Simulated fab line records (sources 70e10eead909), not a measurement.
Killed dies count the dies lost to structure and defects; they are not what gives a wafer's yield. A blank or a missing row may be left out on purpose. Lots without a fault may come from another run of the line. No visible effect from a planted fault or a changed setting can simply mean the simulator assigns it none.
8D (eight disciplines) problem report, filled in by code | flow nand harc | the parts of the form that need people (team, actions taken, sign-off) are left out

## 1. THE ISSUE
At NHARC_END_SORT_01, sort_bin_2_pct averages 97.2 % over 6 wafers from 2 lots, while fault-free wafers read 1.3 %, standard deviation 0.69. That is +99 or more standard deviations from the usual mean.
Seen first at day 21 21:55 on prober-01, wafer L425.1. The record holds 24 wafers of 8 lots with a number at this step. The rule behind "out" and "out of limits": a value lying over 4 standard deviations away from the usual mean. All remaining wafers that have a number are taken as sound.

## 2. WHAT THIS IS AND IS NOT
question                    | is                                                                                                                  | is not
which readings at this step | sort_bin_2_pct, defect limited yield, killed at array, killed dies, sort n pass, sort rim yield pct, sort yield pct | killed at other, killed at periphery, killed short, sort_bin_3_pct, sort_bin_4_pct
which lots                  | L424, L425                                                                                                          | L411, L412, L419, L426, L429, L431
which wafers of those lots  | all that have a number                                                                                              | -
read on which gauges        | prober-01, prober-02                                                                                                | -
when                        | from day 21 21:55                                                                                                   | up to then (9 sound wafers); but 9 sound wafers of L426, L429, L431 came after

## 3. THE SUSPECTS, EACH WITH WHAT RULES IT OUT
Counting: a tool at any process step up to the reading remains a suspect when it ran all the lots that are out and ran no sound lot after the first of those.
- the gauge at NHARC_END_SORT_01 is ruled out. The wafers that are out were read on 2 gauges (prober-01, prober-02).
- pecvd-01 at NHARC_A_BONDPAD_DEP_00 (deposits SiCN, target thk 250 nm): kept. It ran every lot that is out, first L425 (day 20 13:42), and no sound lot after that. Because NHARC_A_BONDPAD_DEP_00 lacks a start for some lots, the hours and order of its lots are taken from NHARC_A_BONDPAD_CMP_29.
- rie diel-06 at NHARC_A_BONDPAD_STRIP_15 (strips in O2): ruled out as a lasting fault. After its first lot that is out, L425 (day 20 15:08), sound lots L426, L429, L431 ran on it.
Remaining after the count: pecvd-01 at NHARC_A_BONDPAD_DEP_00.

## 4. THE CAUSE (what the simulator had put in)
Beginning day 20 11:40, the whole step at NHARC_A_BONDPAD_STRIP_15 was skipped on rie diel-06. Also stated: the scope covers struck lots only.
The count ruled it out by mistake, since the rule takes a fault to strike every lot its tool runs from the start of the fault on, and this one did not do so.

## 5. THE CHAIN OF EFFECTS, in route order
Each row: a reading where the mean over the struck wafers with a number is more than 3 standard deviations away from the usual. Scope: only readings with a usual standard deviation given in the record; hours: median across lots of the time from each lot's start at the first step in this table that gives one to its start at this step; sigmas: change in usual standard deviations.
hours | step              | reading              | usual  | on struck wafers | change | sigmas
0     | NHARC_END_SORT_01 | defect limited yield | 95.6 % | 0.0              | -95.6  | -64
0     | NHARC_END_SORT_01 | killed at array      | 27     | 675              | +648   | +65
0     | NHARC_END_SORT_01 | killed dies          | 30     | 677              | +647   | +65
0     | NHARC_END_SORT_01 | sort_bin_2_pct       | 1.3 %  | 97.2             | +95.9  | +99 or more
0     | NHARC_END_SORT_01 | sort n pass          | 647    | 0                | -647   | -65
0     | NHARC_END_SORT_01 | sort rim yield pct   | 96.7 % | 0.0              | -96.7  | -46
0     | NHARC_END_SORT_01 | sort yield pct       | 95.6 % | 0.0              | -95.6  | -64
Readings that are blank on the struck wafers while sound wafers have them: chamber pressure mTorr at NHARC_A_BONDPAD_STRIP_15; drypump motor current A at NHARC_A_BONDPAD_STRIP_15; oes product au at NHARC_A_BONDPAD_STRIP_15; rf vpp V at NHARC_A_BONDPAD_STRIP_15; showerhead plenum p Torr at NHARC_A_BONDPAD_STRIP_15; throttle valve pct at NHARC_A_BONDPAD_STRIP_15.

## 6. HOW IT WOULD HAVE BEEN CAUGHT EARLIER
In this record the first reading out of limits at a measuring or inspecting step was taken at day 21 21:55, 34 hours after the fault began at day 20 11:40.
At NHARC_A_BONDPAD_STRIP_15 the tool's readings are blank on the struck wafers, where sound wafers have them: an empty tool record is the first sign, and it was there at once.
